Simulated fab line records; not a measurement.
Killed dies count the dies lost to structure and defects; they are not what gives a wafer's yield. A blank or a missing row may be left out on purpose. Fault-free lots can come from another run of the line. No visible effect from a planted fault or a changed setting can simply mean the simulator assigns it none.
Matching of chambers ; flow n5_finfet ; 4 sister chambers for N5_BEOL_M11_STRIP_36 on rie_diel-01
The step strips in N2/H2. 18 wafers are shown with their chamber, then 9 later ones without.

== WAFERS PAIRED WITH THEIR CHAMBERS ==
wafer;chamber;drypump_motor_current_A (A);showerhead_plenum_p_Torr (Torr);oes_product_au (a.u.)
L075.1;0;6.7;2.52;0.71
L075.2;3;5.9;2.49;0.92
L075.6;2;6.0;2.43;0.72
L079.4;2;6.0;2.43;0.72
L079.5;3;5.9;2.49;0.93
L079.6;2;5.9;2.43;0.71
L083.2;0;6.7;2.51;0.72
L083.4;1;4.9;2.61;0.68
L083.5;1;4.9;2.61;0.68
L085.1;3;5.9;2.48;0.89
L085.4;0;6.7;2.51;0.72
L085.6;3;5.9;2.48;0.92
L086.1;1;4.9;2.61;0.67
L086.4;2;6.0;2.42;0.71
L086.5;2;6.0;2.42;0.69
L090.2;2;6.0;2.42;0.69
L090.4;1;5.0;2.61;0.66
L090.6;3;5.9;2.48;0.88

SIGNATURES (means of the wafers above)
reading;chamber 0;chamber 1;chamber 2;chamber 3;scatter within a chamber
drypump_motor_current_A;6.700;4.925;5.983;5.900;0.0336
showerhead_plenum_p_Torr;2.5133;2.6100;2.4250;2.4840;0.0049
oes_product_au;0.7167;0.6725;0.7067;0.9080;0.015
Rule: distance of a wafer from a chamber = root of the sum over the readings of ((wafer's reading minus chamber's mean) / reading's scatter) squared. If the next closest chamber is less than 2 further off than the closest, the wafer can't be placed; otherwise it belongs to the closest. The scatter: the root of (the sum of the squares of (reading less its chamber's mean) over the shown wafers, divided by (wafers less chambers)).

== WAFERS WHOSE CHAMBER IS MISSING ==
wafer;drypump_motor_current_A (A);showerhead_plenum_p_Torr (Torr);oes_product_au (a.u.)
L092.1;5.9;2.47;0.86
L092.4;6.7;2.51;0.96
L092.5;5.9;2.42;0.69
L093.1;5.9;2.47;0.85
L093.2;6.7;2.51;0.95
L093.4;6.7;2.51;0.95
L095.1;5.8;2.47;0.86
L095.2;6.0;2.42;0.68
L095.3;4.9;2.60;0.96

== WHICH CHAMBER EACH ONE RAN IN ==
wafer;from the rows above;in truth
L092.1;3;3
L092.4;0;0
L092.5;2;2
L093.1;3;3
L093.2;0;0
L093.4;0;0
L095.1;3;3
L095.2;2;2
L095.3;1;1
Placed correctly: 9 of 9. From these rows, 0 cannot be placed. 0 placed wrongly.
